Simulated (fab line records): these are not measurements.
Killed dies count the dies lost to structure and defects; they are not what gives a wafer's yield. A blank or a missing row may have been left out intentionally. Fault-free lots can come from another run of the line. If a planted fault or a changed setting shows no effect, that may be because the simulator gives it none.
Matching of chambers    flow n5Finfet    N5_BEOL_M3_ETCH_74 on rieDiel-01: 4 sister chambers
The step etches underlayer in N2/H2, target depth 6.5 nm, time 5.2 s. 4 wafers are shown with their chamber, then 10 later ones without.

## WAFERS PAIRED WITH THEIR CHAMBERS
wafer   chamber  showerheadPlenumPTorr (Torr)
L086.2  2        2.51
L087.2  0        2.59
L088.1  1        2.58
L088.2  3        2.43

## WAFERS WITH NO CHAMBER GIVEN
wafer   showerheadPlenumPTorr (Torr)
L088.4  2.43
L092.2  2.57
L092.4  2.59
L092.6  2.43
L094.2  2.58
L094.3  2.57
L094.5  2.42
L095.1  2.58
L095.2  2.50
L095.4  2.42

## WHICH CHAMBER EACH ONE RAN IN
wafer   from the rows above      in truth
L088.4  3                        3
L092.2  can't be placed: 1 or 0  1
L092.4  can't be placed: 0 or 1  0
L092.6  3                        3
L094.2  can't be placed: 1 or 0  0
L094.3  can't be placed: 1 or 0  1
L094.5  3                        3
L095.1  can't be placed: 1 or 0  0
L095.2  2                        2
L095.4  3                        3
Placed correctly: 5 of 10. Not placeable from these rows: 5 (in 5, the candidates include the true chamber). Number placed wrongly: 0.
How it was worked out, from the rows above alone: a wafer's distance from a chamber is the root of the sum, over the readings, of the square of ((its reading less the chamber's mean) divided by the reading's scatter). The wafer belongs to the nearest chamber; if the next one is less than 2 further off, it can't be placed. A chamber's mean is the mean of its shown wafers. The scatter: with one shown wafer a chamber, the root of the mean of the squares of how far each hidden wafer lies from its nearest shown one.
